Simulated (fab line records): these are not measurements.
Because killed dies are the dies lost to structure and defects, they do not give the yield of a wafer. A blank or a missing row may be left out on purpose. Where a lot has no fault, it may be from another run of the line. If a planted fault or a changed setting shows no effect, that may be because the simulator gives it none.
Chamber matching -- flow nand_harc -- 4 sister chambers for NHARC_A_STAIRCASE_DESCUM_291 on rie_diel-11
The step chemistry O2, time 3 s. 22 wafers are shown with their chamber, then 11 later ones without.

== WAFERS WITH THEIR CHAMBER ==
wafer,chamber,drypump_motor_current_A (A),showerhead_plenum_p_Torr (Torr),throttle_valve_pct (%)
L074.1,0,6.3,1.87,11.312
L074.2,3,5.9,1.82,11.311
L074.4,2,5.3,1.84,11.301
L076.4,1,5.6,1.78,11.320
L076.5,3,5.9,1.82,11.301
L076.6,2,5.3,1.84,11.317
L075.3,2,5.3,1.84,11.323
L075.5,2,5.3,1.84,11.321
L075.6,1,5.6,1.78,11.315
L080.3,0,6.3,1.87,11.322
L080.4,1,5.6,1.77,11.300
L080.5,0,6.3,1.86,11.323
L085.1,2,5.3,1.83,11.309
L085.2,1,5.6,1.77,11.309
L085.4,3,5.9,1.81,11.308
L088.4,3,5.8,1.81,11.311
L088.5,1,5.6,1.77,11.310
L088.6,2,5.3,1.83,11.306
L090.1,3,5.9,1.81,11.306
L090.2,2,5.3,1.82,11.307
L090.6,2,5.3,1.82,11.316
L093.2,2,5.3,1.82,11.302

SIGNATURES (averages over the wafers above)
reading,chamber 0,chamber 1,chamber 2,chamber 3,scatter within a chamber
drypump_motor_current_A,6.300,5.600,5.300,5.880,0.0211
showerhead_plenum_p_Torr,1.8667,1.7740,1.8311,1.8140,0.00744
throttle_valve_pct,11.31900,11.31080,11.31133,11.30740,0.00706
Rule: for a wafer and a chamber, the distance is found by dividing, reading by reading, the gap between the wafer's reading and the chamber's mean by the reading's scatter, squaring, summing and taking the root. If the next closest chamber is less than 2 further off than the closest, the wafer can't be placed; otherwise it belongs to the closest. The scatter is the square root of a quotient: the sum, over the shown wafers, of each reading's squared deviation from its chamber's mean, divided by wafers minus chambers.

== WAFERS WITHOUT THEIR CHAMBER ==
wafer,drypump_motor_current_A (A),showerhead_plenum_p_Torr (Torr),throttle_valve_pct (%)
L093.3,6.3,1.86,11.313
L093.4,5.6,1.76,11.330
L094.2,5.6,1.76,11.302
L094.3,6.3,1.85,11.318
L094.5,5.8,1.81,11.316
L096.2,5.8,1.80,11.303
L096.4,6.3,1.85,11.307
L096.5,5.9,1.80,11.308
L095.1,5.8,1.80,11.309
L095.3,5.6,1.76,11.315
L095.6,5.3,1.82,11.305

== EACH ONE'S CHAMBER ==
wafer,from the rows above,in truth
L093.3,0,0
L093.4,1,1
L094.2,1,1
L094.3,0,0
L094.5,3,3
L096.2,3,3
L096.4,0,0
L096.5,3,3
L095.1,3,3
L095.3,1,1
L095.6,2,2
Correct placement for 11 of the 11. Can't be placed from these rows: 0. 0 placed wrongly.
